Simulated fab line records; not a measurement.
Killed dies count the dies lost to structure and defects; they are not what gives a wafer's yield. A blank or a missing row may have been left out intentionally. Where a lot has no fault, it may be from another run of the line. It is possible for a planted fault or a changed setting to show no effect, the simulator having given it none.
fab line records	flow n5-finfet
record lots=24	wafers=72	last-day=19
route steps=1938 shown BEOL_M13@1698 BEOL_M14@1728
lots untouched by any fault: they come from a run of this same line in which no faults occurred
start-h: start of the lot's first displayed wafer, in hours after the record's first day	wait-h: time in hours since the lot's previous step	" the same as in the row above	L1.1+2: a single row standing in for several wafers	- no value, or no start was given	* or withheld: withheld	< > ~ a bound
route shown NAME@n: names a module that has steps shown in the file, with the first one's number in the route	usual: mean and standard deviation over wafers with no fault	same: alike in all rows	chamber/n: place in a boat	sites: readings site by site	_std_site: the standard deviation of these	_edge_site: outer sites' mean less inner sites'	radius-mm: for every site, how far away it sits from the centre of the wafer	mask NAME#n: copy n	behind: the most recent tool/chamber to have shaped the wafer	hold: why the lot was held/for how many hours/how that ended	device: transistor that didn't switch, given as n, p or np	end of line: the route-end tests of the same wafers	a step without rows: its recipe alone	killed: dies lost to structure and defects at the first sort, not the wafer's yield	map: a wafer's dies, x killed, . not, _ none there
set.NAME: the setting that was run; set.NAME@STEP: the one run at that earlier step	model.NAME: the simulator's own value behind a step, which no gauge read
one table for each step of the route and one row for each wafer, over a sample of lots
services: the hour from which a tool's chamber was out of use, counted from the record's first day as start-h (under 0 if before that day), plus the number of hours and why
## steps
# step N5_BEOL_M13_OCD_MEAS_35
# usual trench-depth-nm=414/6.7
lot.wafer	tool	chamber	start-h	wait-h	trench-depth-nm
L074.1	ocd-01	-	241.27	0.0	415
L074.2	"	-	"	"	410
L074.3	"	-	"	"	417
L075.1	ocd-02	-	241.58	0.0	419
L075.2	"	-	"	"	420
L075.5	"	-	"	"	406
L076.1	ocd-01	-	246.68	0.0	404
L076.2	"	-	"	"	409
L076.5	"	-	"	"	405
L077.1	ocd-02	-	247.06	0.0	426
L077.2	"	-	"	"	410
L077.5	"	-	"	"	415
L079.2	ocd-02	-	260.08	0.0	421
L079.3	"	-	"	"	418
L079.6	"	-	"	"	420
L078.1	ocd-01	-	260.78	0.0	416
L078.3	"	-	"	"	413
L078.6	"	-	"	"	409
L080.1	ocd-02	-	268.99	0.0	410
L080.2	"	-	"	"	420
L080.6	"	-	"	"	419
L081.2	ocd-01	-	272.85	0.0	425
L081.5	"	-	"	"	418
L081.6	"	-	"	"	412
L082.1	ocd-01	-	276.17	0.0	410
L082.2	"	-	"	"	411
L082.5	"	-	"	"	417
L083.1	ocd-02	-	288.88	0.0	420
L083.4	"	-	"	"	421
L083.6	"	-	"	"	425
L085.2	ocd-02	-	292.16	0.0	406
L085.4	"	-	"	"	414
L085.5	"	-	"	"	417
L084.4	ocd-01	-	292.78	0.0	415
L084.5	"	-	"	"	416
L084.6	"	-	"	"	417
L086.1	ocd-01	-	317.63	0.0	403
L086.2	"	-	"	"	416
L086.6	"	-	"	"	404
L087.4	ocd-02	-	321.45	0.0	401
L087.5	"	-	"	"	412
L087.6	"	-	"	"	425
L089.1	ocd-02	-	327.70	0.0	421
L089.5	"	-	"	"	408
L089.6	"	-	"	"	421
L088.1	ocd-01	-	333.83	0.0	404
L088.3	"	-	"	"	419
L088.5	"	-	"	"	419
L091.2	ocd-01	-	340.21	0.0	427
L091.3	"	-	"	"	404
L091.4	"	-	"	"	410
L090.1	ocd-01	-	352.88	0.0	402
L090.2	"	-	"	"	413
L090.5	"	-	"	"	416
L092.1	ocd-02	-	370.38	0.0	417
L092.2	"	-	"	"	416
L092.6	"	-	"	"	412
L093.3	ocd-02	-	391.87	0.0	420
L093.5	"	-	"	"	417
L093.6	"	-	"	"	404
L094.1	ocd-01	-	399.43	0.0	404
L094.4	"	-	"	"	416
L094.5	"	-	"	"	426
L096.2	ocd-01	-	401.22	0.0	416
L096.5	"	-	"	"	417
L096.6	"	-	"	"	407
L097.1	ocd-02	-	430.56	0.0	412
L097.3	"	-	"	"	403
L097.6	"	-	"	"	414
L095.2	ocd-02	-	434.97	0.0	417
L095.3	"	-	"	"	412
L095.6	"	-	"	"	397
# step N5_BEOL_M13_SPUTTER_44
# recipe material=Ta	target-thk-a=100	temp-c=50	bias-v=80	power-w=15000	chamber-pressure-pa=0.07	time-s=16.13
# usual cathode-dc-power-W=15000/2.5	susceptor-temp-C=50.00/0.1	throttle-valve-pct=30.7/1.3
lot.wafer	tool	chamber	start-h	wait-h	cathode-dc-power-W	susceptor-temp-C	throttle-valve-pct
L074.1	pvd-sputter-01	-	242.89	0.0	15001	50.08	32.6
L074.2	"	-	"	"	15001	49.92	31.0
L074.3	"	-	"	"	14996	50.07	31.1
L075.1	pvd-sputter-03	-	242.96	0.0	14998	50.02	29.0
L075.2	"	-	"	"	15003	49.98	29.2
L075.5	"	-	"	"	15001	50.19	28.7
L076.1	pvd-sputter-01	-	249.41	0.0	15000	50.08	32.5
L076.2	"	-	"	"	15000	50.04	31.0
L076.5	"	-	"	"	14999	49.86	30.9
L077.1	pvd-sputter-02	-	250.42	0.0	15004	50.07	29.9
L077.2	"	-	"	"	15002	50.00	31.7
L077.5	"	-	"	"	14998	49.96	30.0
L079.2	pvd-sputter-01	-	261.07	0.0	15002	49.97	31.1
L079.3	"	-	"	"	15004	49.92	31.6
L079.6	"	-	"	"	15002	49.88	31.4
L078.1	pvd-sputter-01	-	261.69	0.0	14998	50.02	30.9
L078.3	"	-	"	"	14998	49.99	31.6
L078.6	"	-	"	"	15003	49.92	32.6
L080.1	pvd-sputter-03	-	269.81	0.0	15003	49.73	30.2
L080.2	"	-	"	"	15001	49.85	29.5
L080.6	"	-	"	"	15004	49.87	28.8
L081.2	pvd-sputter-03	-	274.12	0.0	15001	49.84	28.8
L081.5	"	-	"	"	14998	50.13	28.8
L081.6	"	-	"	"	14999	49.91	29.5
L082.1	pvd-sputter-03	-	279.94	0.0	15003	50.17	29.3
L082.2	"	-	"	"	15002	50.02	29.0
L082.5	"	-	"	"	14995	50.12	28.8
L083.1	pvd-sputter-01	-	291.41	0.0	14996	50.13	31.3
L083.4	"	-	"	"	15002	50.03	31.0
L083.6	"	-	"	"	15001	50.02	31.6
L085.2	pvd-sputter-01	-	294.54	0.0	14996	49.96	31.4
L085.4	"	-	"	"	14996	49.87	32.7
L085.5	"	-	"	"	14999	50.10	31.2
L084.4	pvd-sputter-01	-	294.99	0.0	15001	50.04	30.9
L084.5	"	-	"	"	14999	49.97	31.3
L084.6	"	-	"	"	15001	49.94	31.5
L086.1	pvd-sputter-03	-	319.48	0.0	15001	50.01	29.0
L086.2	"	-	"	"	15004	49.88	27.5
L086.6	"	-	"	"	15000	49.98	30.4
L087.4	pvd-sputter-01	-	324.64	0.0	14999	49.95	31.0
L087.5	"	-	"	"	15005	49.96	31.1
L087.6	"	-	"	"	15001	50.11	31.4
L089.1	pvd-sputter-01	-	330.84	0.0	14997	50.01	32.4
L089.5	"	-	"	"	15001	50.07	30.8
L089.6	"	-	"	"	14999	50.04	31.4
L088.1	pvd-sputter-01	-	336.08	0.0	14998	50.15	31.1
L088.3	"	-	"	"	14999	49.97	32.5
L088.5	"	-	"	"	14995	49.92	32.5
L091.2	pvd-sputter-02	-	340.88	0.0	14998	49.99	30.9
L091.3	"	-	"	"	14999	49.93	31.8
L091.4	"	-	"	"	14998	50.12	29.8
L090.1	pvd-sputter-02	-	360.51	0.0	14999	50.07	30.2
L090.2	"	-	"	"	15003	49.93	30.5
L090.5	"	-	"	"	15002	49.92	30.5
L092.1	pvd-sputter-01	-	373.71	0.0	15002	49.96	31.1
L092.2	"	-	"	"	15000	50.16	31.3
L092.6	"	-	"	"	15002	50.01	32.6
L093.3	pvd-sputter-01	-	392.96	0.0	14995	49.82	30.9
L093.5	"	-	"	"	14997	50.10	31.2
L093.6	"	-	"	"	15000	50.01	30.8
L094.1	pvd-sputter-01	-	400.98	0.0	14998	50.12	32.3
L094.4	"	-	"	"	15004	49.92	31.4
L094.5	"	-	"	"	14999	49.99	30.9
L096.2	pvd-sputter-03	-	406.76	0.0	15006	50.04	30.4
L096.5	"	-	"	"	14999	50.14	27.5
L096.6	"	-	"	"	14992	49.97	29.4
L097.1	pvd-sputter-01	-	432.35	0.0	15000	49.90	32.5
L097.3	"	-	"	"	15000	49.81	31.3
L097.6	"	-	"	"	15003	49.91	31.2
L095.2	pvd-sputter-02	-	436.68	0.0	15001	50.02	31.6
L095.3	"	-	"	"	14997	50.07	30.0
L095.6	"	-	"	"	14995	50.21	30.5
# step N5_BEOL_M14_INSPECT_12
# recipe mode=adi	inspect-instrument=macro
# usual raw-defect-count=2.0/1.3
lot.wafer	tool	chamber	start-h	wait-h	raw-defect-count
L074.1	defect-inspect-02	-	244.58	0.0	3
L074.2	"	-	"	"	2
L074.3	"	-	"	"	3
L075.1	defect-inspect-02	-	244.78	0.0	1
L075.2	"	-	"	"	0
L075.5	"	-	"	"	1
L076.1	defect-inspect-02	-	251.25	0.0	1
L076.2	"	-	"	"	2
L076.5	"	-	"	"	0
L077.1	defect-inspect-02	-	252.48	0.0	1
L077.2	"	-	"	"	4
L077.5	"	-	"	"	1
L079.2	defect-inspect-01	-	262.89	0.0	2
L079.3	"	-	"	"	3
L079.6	"	-	"	"	4
L078.1	defect-inspect-01	-	263.51	0.0	1
L078.3	"	-	"	"	3
L078.6	"	-	"	"	2
L080.1	defect-inspect-02	-	271.65	0.0	2
L080.2	"	-	"	"	5
L080.6	"	-	"	"	2
L081.2	defect-inspect-01	-	276.00	0.0	3
L081.5	"	-	"	"	3
L081.6	"	-	"	"	1
L082.1	defect-inspect-02	-	281.63	0.0	3
L082.2	"	-	"	"	0
L082.5	"	-	"	"	2
L083.1	defect-inspect-02	-	293.11	0.0	3
L083.4	"	-	"	"	1
L083.6	"	-	"	"	2
L085.2	defect-inspect-01	-	296.24	0.0	0
L085.4	"	-	"	"	0
L085.5	"	-	"	"	8
L084.4	defect-inspect-01	-	296.81	0.0	1
L084.5	"	-	"	"	2
L084.6	"	-	"	"	3
L086.1	defect-inspect-01	-	321.18	0.0	1
L086.2	"	-	"	"	2
L086.6	"	-	"	"	3
L087.4	defect-inspect-01	-	326.33	0.0	1
L087.5	"	-	"	"	0
L087.6	"	-	"	"	1
L089.1	defect-inspect-01	-	332.53	0.0	5
L089.5	"	-	"	"	2
L089.6	"	-	"	"	1
L088.1	defect-inspect-02	-	337.90	0.0	3
L088.3	"	-	"	"	2
L088.5	"	-	"	"	1
L091.2	defect-inspect-01	-	342.70	0.0	0
L091.3	"	-	"	"	1
L091.4	"	-	"	"	3
L090.1	defect-inspect-01	-	362.34	0.0	1
L090.2	"	-	"	"	2
L090.5	"	-	"	"	1
L092.1	defect-inspect-02	-	375.42	0.0	1
L092.2	"	-	"	"	1
L092.6	"	-	"	"	1
L093.3	defect-inspect-01	-	394.78	0.0	1
L093.5	"	-	"	"	3
L093.6	"	-	"	"	1
L094.1	defect-inspect-02	-	402.69	0.0	0
L094.4	"	-	"	"	2
L094.5	"	-	"	"	3
L096.2	defect-inspect-01	-	408.86	0.0	2
L096.5	"	-	"	"	1
L096.6	"	-	"	"	2
L097.1	defect-inspect-01	-	434.31	0.0	4
L097.3	"	-	"	"	4
L097.6	"	-	"	"	1
L095.2	defect-inspect-01	-	438.46	0.0	4
L095.3	"	-	"	"	2
L095.6	"	-	"	"	2
# step N5_BEOL_M14_ETCH_59
# recipe chemistry=N2/H2	target=BARC	target-depth-a=890	overetch-a=267	time-s=67.9	ion-energy-ev=200	pressure-mtorr=30	source-w=840	bias-w=150	n2-flow-sccm=200	h2-flow-sccm=200
# usual bias-w=150.0/0.42	drypump-motor-current-A=5.7/0.44	n2-flow-sccm=200.0/0.58	oes-product-au=0.70/0.079	rf-vpp-V=524.5/2.8	showerhead-plenum-p-Torr=2.56/0.1	throttle-valve-pct=17.80/0.27
lot.wafer	tool	chamber	start-h	wait-h	bias-w	drypump-motor-current-A	n2-flow-sccm	oes-product-au	rf-hours-counter-h	rf-vpp-V	showerhead-plenum-p-Torr	throttle-valve-pct
L074.1	rie-diel-05	2	244.66	0.0	150.4	6.1	200.1	0.62	200	528.4	2.63	18.07
L074.2	"	3	"	"	150.0	6.2	200.9	0.60	229	520.5	2.40	17.86
L074.3	"	0	"	"	149.2	6.1	199.6	0.81	4	528.6	2.71	17.45
L075.1	rie-diel-03	3	244.85	0.0	149.8	5.2	199.6	0.61	213	520.2	2.40	18.07
L075.2	"	2	"	"	149.8	5.2	200.1	0.82	6	522.7	2.48	17.62
L075.5	"	3	"	"	150.6	5.2	199.6	0.60	-	520.0	2.40	18.07
L076.1	rie-diel-03	2	251.37	0.0	151.0	5.2	199.7	0.80	9	522.0	2.48	17.63
L076.2	"	0	"	"	149.8	6.2	199.6	0.59	234	524.3	2.61	18.13
L076.5	"	0	"	"	150.2	6.2	200.0	0.58	-	525.4	2.61	18.12
L077.1	rie-diel-01	2	252.55	0.0	149.8	5.6	200.5	0.72	68	525.8	2.58	17.75
L077.2	"	0	"	"	150.0	5.2	200.2	0.66	127	526.4	2.65	17.83
L077.5	"	1	"	"	149.9	6.1	200.7	0.73	-	525.6	2.58	17.69
L079.2	rie-diel-05	2	262.95	0.0	149.9	6.1	199.0	0.61	209	526.1	2.62	18.10
L079.3	"	0	"	"	150.5	6.1	199.8	0.78	13	530.0	2.71	17.46
L079.6	"	2	"	"	149.6	6.2	199.8	0.61	-	525.8	2.62	18.09
L078.1	rie-diel-03	2	263.58	0.0	149.9	5.2	201.2	0.81	13	523.0	2.48	17.62
L078.3	"	3	"	"	149.3	5.2	200.6	0.61	221	520.3	2.40	18.09
L078.6	"	3	"	"	149.8	5.1	200.0	0.60	-	519.4	2.40	18.08
L080.1	rie-diel-01	1	271.72	0.0	149.5	6.1	198.9	0.71	70	523.9	2.58	17.70
L080.2	"	2	"	"	149.7	5.5	199.8	0.72	75	525.5	2.58	17.76
L080.6	"	0	"	"	150.3	5.2	200.4	0.65	-	527.4	2.65	17.84
L081.2	rie-diel-03	2	276.07	0.0	150.5	5.2	199.9	0.78	21	522.4	2.47	17.63
L081.5	"	2	"	"	149.7	5.2	200.1	0.77	-	523.6	2.47	17.65
L081.6	"	1	"	"	149.9	6.1	201.0	0.79	-	522.0	2.49	17.35
L082.1	rie-diel-03	1	281.92	0.0	149.6	6.1	200.5	0.79	27	521.3	2.49	17.37
L082.2	"	2	"	"	149.4	5.2	201.3	0.77	22	522.4	2.47	17.66
L082.5	"	1	"	"	150.3	6.1	200.5	0.78	-	522.6	2.49	17.36
L083.1	rie-diel-03	2	293.18	0.0	149.1	5.2	200.2	0.76	27	524.6	2.47	17.66
L083.4	"	2	"	"	150.1	5.2	200.9	0.77	-	522.4	2.47	17.67
L083.6	"	3	"	"	150.2	5.1	200.5	0.60	-	519.5	2.39	18.12
L085.2	rie-diel-03	2	296.30	0.0	150.1	5.2	200.3	0.77	28	522.3	2.47	17.67
L085.4	"	2	"	"	150.3	5.2	200.3	0.77	-	522.8	2.47	17.67
L085.5	"	3	"	"	149.3	5.1	199.4	0.59	-	520.2	2.39	18.11
L084.4	rie-diel-03	3	296.93	0.0	150.5	5.2	200.0	0.59	-	519.4	2.39	18.11
L084.5	"	2	"	"	150.2	5.2	200.7	0.76	-	522.2	2.47	17.66
L084.6	"	0	"	"	149.5	6.2	200.7	0.58	-	526.0	2.61	18.17
L086.1	rie-diel-01	3	321.25	0.0	149.3	5.7	199.3	0.73	57	527.8	2.70	18.20
L086.2	"	1	"	"	150.5	6.1	200.1	0.69	86	525.8	2.57	17.74
L086.6	"	0	"	"	149.9	5.1	200.5	0.64	-	527.2	2.65	17.87
L087.4	rie-diel-05	1	326.40	0.0	150.8	5.5	200.0	0.76	21	523.5	2.47	17.55
L087.5	"	3	"	"	150.5	6.1	200.6	0.86	-	528.2	2.71	17.47
L087.6	"	0	"	"	150.2	6.1	198.8	0.74	-	528.5	2.69	17.50
L089.1	rie-diel-03	2	332.60	0.0	150.5	5.2	199.7	0.76	35	521.1	2.47	17.67
L089.5	"	2	"	"	150.2	5.2	199.3	0.76	-	521.2	2.47	17.69
L089.6	"	1	"	"	150.2	6.1	200.0	0.76	-	522.1	2.49	17.39
L088.1	rie-diel-01	2	337.97	0.0	150.2	5.6	199.4	0.70	97	525.1	2.57	17.81
L088.3	"	0	"	"	150.7	5.1	199.9	0.63	154	527.2	2.64	17.89
L088.5	"	1	"	"	149.9	6.1	200.8	0.69	-	524.3	2.57	17.76
L091.2	rie-diel-05	2	342.77	0.0	149.5	6.2	199.7	0.60	239	526.0	2.61	18.14
L091.3	"	3	"	"	149.8	6.1	199.1	0.82	6	526.9	2.71	17.48
L091.4	"	0	"	"	149.7	6.1	200.3	0.74	43	526.9	2.69	17.50
L090.1	rie-diel-01	2	362.41	0.0	150.2	5.5	199.2	0.70	103	524.2	2.57	17.79
L090.2	"	3	"	"	149.8	5.7	199.4	0.71	69	528.5	2.69	18.22
L090.5	"	1	"	"	150.1	6.1	200.3	0.69	-	523.2	2.57	17.76
L092.1	rie-diel-05	0	375.49	0.0	150.6	6.1	200.5	0.72	53	527.8	2.69	17.54
L092.2	"	1	"	"	149.6	5.5	199.7	0.74	35	521.8	2.47	17.59
L092.6	"	1	"	"	149.2	5.5	200.2	0.74	-	521.5	2.47	17.57
L093.3	rie-diel-03	1	394.84	0.0	149.8	6.1	200.3	0.73	64	520.8	2.48	17.45
L093.5	"	2	"	"	149.8	5.2	199.6	0.73	-	522.3	2.46	17.70
L093.6	"	1	"	"	150.5	6.1	200.3	0.73	-	520.0	2.48	17.43
L094.1	rie-diel-01	3	402.76	0.0	150.3	5.7	199.6	0.69	81	528.0	2.69	18.24
L094.4	"	1	"	"	149.9	6.1	200.3	0.68	111	525.5	2.56	17.76
L094.5	"	2	"	"	150.0	5.5	199.8	0.68	-	524.7	2.56	17.82
L096.2	rie-diel-01	1	408.93	0.0	150.4	6.1	200.9	0.68	112	525.0	2.56	17.79
L096.5	"	2	"	"	149.6	5.5	200.3	0.68	-	526.9	2.56	17.84
L096.6	"	3	"	"	150.1	5.7	199.5	0.70	-	527.2	2.69	18.25
L097.1	rie-diel-03	2	434.66	0.0	151.1	5.2	200.3	0.72	69	522.9	2.45	17.73
L097.3	"	0	"	"	150.1	6.2	199.2	0.75	31	524.8	2.59	17.73
L097.6	"	0	"	"	150.0	6.2	200.3	0.75	-	525.9	2.59	17.72
L095.2	rie-diel-05	1	438.53	0.0	150.0	5.5	201.3	0.72	54	523.3	2.46	17.60
L095.3	"	0	"	"	149.7	6.1	199.1	0.70	73	527.2	2.68	17.55
L095.6	"	1	"	"	150.3	5.5	200.6	0.71	-	522.4	2.46	17.62
# step N5_BEOL_M14_OCD_MEAS_35
# usual trench-depth-nm=551/13
lot.wafer	tool	chamber	start-h	wait-h	trench-depth-nm
L074.1	ocd-01	-	246.09	0.0	538
L074.2	"	-	"	"	554
L074.3	"	-	"	"	574
L075.1	ocd-02	-	246.50	0.0	532
L075.2	"	-	"	"	537
L075.5	"	-	"	"	532
L076.1	ocd-02	-	252.93	0.0	582
L076.2	"	-	"	"	545
L076.5	"	-	"	"	585
L077.1	ocd-01	-	254.13	0.0	539
L077.2	"	-	"	"	567
L077.5	"	-	"	"	549
L079.2	ocd-02	-	265.13	0.0	533
L079.3	"	-	"	"	549
L079.6	"	-	"	"	550
L078.1	ocd-01	-	265.93	0.0	541
L078.3	"	-	"	"	530
L078.6	"	-	"	"	543
L080.1	ocd-02	-	273.27	0.0	547
L080.2	"	-	"	"	558
L080.6	"	-	"	"	563
L081.2	ocd-01	-	277.62	0.0	537
L081.5	"	-	"	"	553
L081.6	"	-	"	"	545
L082.1	ocd-02	-	283.50	0.0	525
L082.2	"	-	"	"	543
L082.5	"	-	"	"	542
L083.1	ocd-02	-	294.73	0.0	537
L083.4	"	-	"	"	532
L083.6	"	-	"	"	558
L085.2	ocd-01	-	297.86	0.0	550
L085.4	"	-	"	"	569
L085.5	"	-	"	"	558
L084.4	ocd-02	-	298.48	0.0	549
L084.5	"	-	"	"	562
L084.6	"	-	"	"	550
L086.1	ocd-01	-	322.80	0.0	547
L086.2	"	-	"	"	564
L086.6	"	-	"	"	560
L087.4	ocd-01	-	327.97	0.0	528
L087.5	"	-	"	"	560
L087.6	"	-	"	"	542
L089.1	ocd-02	-	334.17	0.0	541
L089.5	"	-	"	"	540
L089.6	"	-	"	"	568
L088.1	ocd-02	-	339.59	0.0	545
L088.3	"	-	"	"	530
L088.5	"	-	"	"	537
L091.2	ocd-02	-	344.20	0.0	574
L091.3	"	-	"	"	553
L091.4	"	-	"	"	573
L090.1	ocd-02	-	364.01	0.0	543
L090.2	"	-	"	"	573
L090.5	"	-	"	"	576
L092.1	ocd-02	-	376.92	0.0	555
L092.2	"	-	"	"	551
L092.6	"	-	"	"	556
L093.3	ocd-01	-	396.40	0.0	560
L093.5	"	-	"	"	532
L093.6	"	-	"	"	544
L094.1	ocd-02	-	404.31	0.0	543
L094.4	"	-	"	"	555
L094.5	"	-	"	"	542
L096.2	ocd-01	-	410.67	0.0	553
L096.5	"	-	"	"	555
L096.6	"	-	"	"	573
L097.1	ocd-01	-	436.48	0.0	546
L097.3	"	-	"	"	561
L097.6	"	-	"	"	561
L095.2	ocd-02	-	440.08	0.0	555
L095.3	"	-	"	"	554
L095.6	"	-	"	"	541
# step N5_BEOL_M14_STRIP_37
# recipe chemistry=O2	power-w=600	temp-c=60	pressure-mtorr=30	rf-frequency-hz=6e+07	bias-power-w=0	overash-fraction=0.3	o2-flow-sccm=225
# usual drypump-motor-current-A=5.8/0.39	oes-product-au=0.83/0.091	rf-vpp-V=3.6/0.98	showerhead-plenum-p-Torr=2.13/0.081	throttle-valve-pct=16.61/0.29
lot.wafer	tool	chamber	start-h	wait-h	drypump-motor-current-A	oes-product-au	rf-hours-counter-h	rf-vpp-V	showerhead-plenum-p-Torr	throttle-valve-pct
L074.1	rie-diel-01	0	246.17	0.1	5.1	0.77	124	4.0	2.19	16.69
L074.2	"	3	"	"	5.7	0.88	34	4.4	2.23	16.90
L074.3	"	2	"	"	5.6	0.85	67	3.5	2.13	16.53
L075.1	rie-diel-01	3	249.52	3.0	5.7	0.90	35	4.4	2.23	16.90
L075.2	"	1	"	"	6.1	0.85	62	2.8	2.12	16.41
L075.5	"	0	"	"	5.1	0.76	-	2.6	2.19	16.69
L076.1	rie-diel-01	0	252.97	0.0	5.1	0.77	127	4.0	2.19	16.69
L076.2	"	3	"	"	5.7	0.88	36	2.3	2.23	16.88
L076.5	"	2	"	"	5.5	0.85	-	3.5	2.12	16.55
L077.1	rie-diel-05	2	255.88	1.8	6.1	0.71	206	2.2	2.17	16.97
L077.2	"	3	"	"	6.1	0.70	234	1.8	1.99	16.83
L077.5	"	2	"	"	6.1	0.71	-	4.1	2.17	17.01
L079.2	rie-diel-05	0	265.31	0.2	6.1	0.91	14	4.5	2.24	16.29
L079.3	"	2	"	"	6.1	0.72	210	5.2	2.17	17.02
L079.6	"	2	"	"	6.0	0.71	-	4.0	2.17	17.01
L078.1	rie-diel-03	1	265.98	0.0	6.1	0.93	25	5.3	2.05	16.09
L078.3	"	2	"	"	5.2	0.95	15	4.8	2.07	16.62
L078.6	"	3	"	"	5.1	0.69	-	2.3	1.99	17.03
L080.1	rie-diel-03	0	278.59	5.3	6.1	0.67	243	3.0	2.16	17.01
L080.2	"	3	"	"	5.1	0.68	229	3.8	1.98	17.03
L080.6	"	3	"	"	5.1	0.68	-	5.3	1.98	17.06
L081.2	rie-diel-03	0	279.08	1.5	6.3	0.68	243	2.0	2.16	17.01
L081.5	"	3	"	"	5.1	0.70	-	3.3	1.98	17.05
L081.6	"	2	"	"	5.2	0.92	-	2.6	2.07	16.69
L082.1	rie-diel-03	3	285.01	1.5	5.1	0.68	230	3.8	1.98	17.06
L082.2	"	0	"	"	6.2	0.66	244	4.6	2.16	17.02
L082.5	"	2	"	"	5.2	0.93	-	4.5	2.07	16.70
L083.1	rie-diel-01	2	295.99	1.3	5.5	0.85	82	2.5	2.12	16.54
L083.4	"	1	"	"	6.1	0.83	76	4.8	2.11	16.41
L083.6	"	1	"	"	6.1	0.83	-	3.8	2.11	16.42
L085.2	rie-diel-05	1	298.42	0.6	5.5	0.91	10	4.5	2.04	16.40
L085.4	"	3	"	"	6.1	0.70	249	3.7	1.99	16.82
L085.5	"	1	"	"	5.5	0.93	-	3.0	2.04	16.39
L084.4	rie-diel-05	0	298.99	0.5	6.1	0.90	25	2.2	2.23	16.30
L084.5	"	1	"	"	5.5	0.93	-	2.2	2.04	16.41
L084.6	"	0	"	"	6.1	0.89	-	5.2	2.23	16.27
L086.1	rie-diel-01	2	323.71	0.9	5.6	0.81	92	4.4	2.12	16.57
L086.2	"	3	"	"	5.7	0.84	58	3.8	2.22	16.88
L086.6	"	2	"	"	5.6	0.82	-	6.6	2.12	16.56
L087.4	rie-diel-05	0	329.77	1.8	6.1	0.88	-	4.4	2.23	16.30
L087.5	"	2	"	"	6.1	0.69	-	4.3	2.16	17.05
L087.6	"	3	"	"	6.1	1.02	-	3.5	2.25	16.41
L089.1	rie-diel-03	0	335.95	1.8	6.2	1.00	1	2.8	2.16	16.53
L089.5	"	1	"	"	6.1	0.88	-	4.3	2.04	16.11
L089.6	"	0	"	"	6.2	0.99	-	1.4	2.16	16.52
L088.1	rie-diel-05	1	339.67	0.1	5.5	0.88	25	4.0	2.04	16.44
L088.3	"	3	"	"	6.1	0.99	5	3.2	2.25	16.41
L088.5	"	2	"	"	6.1	0.68	-	3.1	2.16	17.06
L091.2	rie-diel-03	1	345.80	1.6	6.1	0.88	47	5.2	2.04	16.14
L091.3	"	0	"	"	6.2	0.98	4	3.1	2.16	16.56
L091.4	"	2	"	"	5.2	0.88	-	4.1	2.07	16.70
L090.1	rie-diel-05	1	365.81	1.8	5.5	0.88	33	3.7	2.03	16.46
L090.2	"	2	"	"	6.1	0.69	246	2.6	2.16	17.10
L090.5	"	1	"	"	5.5	0.89	-	3.7	2.04	16.42
L092.1	rie-diel-05	2	379.18	2.3	6.1	0.68	249	4.9	2.16	17.09
L092.2	"	1	"	"	5.5	0.86	36	5.4	2.03	16.48
L092.6	"	3	"	"	6.1	0.96	-	4.5	2.25	16.42
L093.3	rie-diel-05	1	397.21	0.8	5.5	0.86	41	3.9	2.03	16.48
L093.5	"	0	"	"	6.1	0.84	-	3.5	2.22	16.34
L093.6	"	1	"	"	5.5	0.87	-	4.5	2.03	16.45
L094.1	rie-diel-01	3	406.01	1.7	5.7	0.80	82	3.8	2.21	17.00
L094.4	"	0	"	"	5.2	0.73	174	4.8	2.17	16.77
L094.5	"	3	"	"	5.7	0.82	-	4.0	2.21	16.99
L096.2	rie-diel-01	1	410.87	0.2	6.1	0.79	113	4.3	2.10	16.50
L096.5	"	2	"	"	5.6	0.81	-	3.3	2.11	16.62
L096.6	"	3	"	"	5.7	0.81	-	4.4	2.21	16.99
L097.1	rie-diel-01	2	436.70	0.2	5.5	0.78	124	5.0	2.11	16.68
L097.3	"	0	"	"	5.2	0.72	184	3.6	2.17	16.78
L097.6	"	1	"	"	6.1	0.79	-	3.9	2.10	16.53
L095.2	rie-diel-03	2	442.92	2.8	5.2	0.84	72	3.4	2.05	16.79
L095.3	"	1	"	"	6.1	0.84	82	3.9	2.03	16.22
L095.6	"	2	"	"	5.2	0.85	-	1.9	2.05	16.78
## services
tool	chamber	start-h	hours	kind
rie-diel-05	1	237.91	6.5	repair
rie-diel-05	1	244.59	-	clean
rie-diel-05	1	244.59	-	consumable-replace:focus-ring
rie-diel-03	0	258.93	7.9	repair
rie-diel-03	1	266.71	8.6	repair
pvd-sputter-02	-	269.38	29.2	repair
rie-diel-03	1	289.50	8.2	repair
rie-diel-03	0	302.02	-	clean
rie-diel-03	0	302.02	-	consumable-replace:focus-ring
rie-diel-03	0	302.02	32.1	scheduled-down
rie-diel-03	0	302.02	32.1	vent-cycle
rie-diel-05	1	308.63	4.9	repair
rie-diel-03	2	309.62	9.7	repair
rie-diel-05	1	329.31	1.2	repair
rie-diel-03	3	337.18	-	clean
rie-diel-03	3	337.18	-	consumable-replace:focus-ring
rie-diel-03	3	337.18	-	consumable-replace:showerhead
pvd-sputter-03	-	355.87	6.6	repair
pvd-sputter-02	-	394.55	4.0	repair
rie-diel-03	0	412.68	1.7	repair
rie-diel-03	-	415.85	0.5	repair
rie-diel-03	0	418.15	8.2	repair
pvd-sputter-02	-	431.01	1.0	repair
rie-diel-05	0	440.84	9.2	repair
## key
fault none
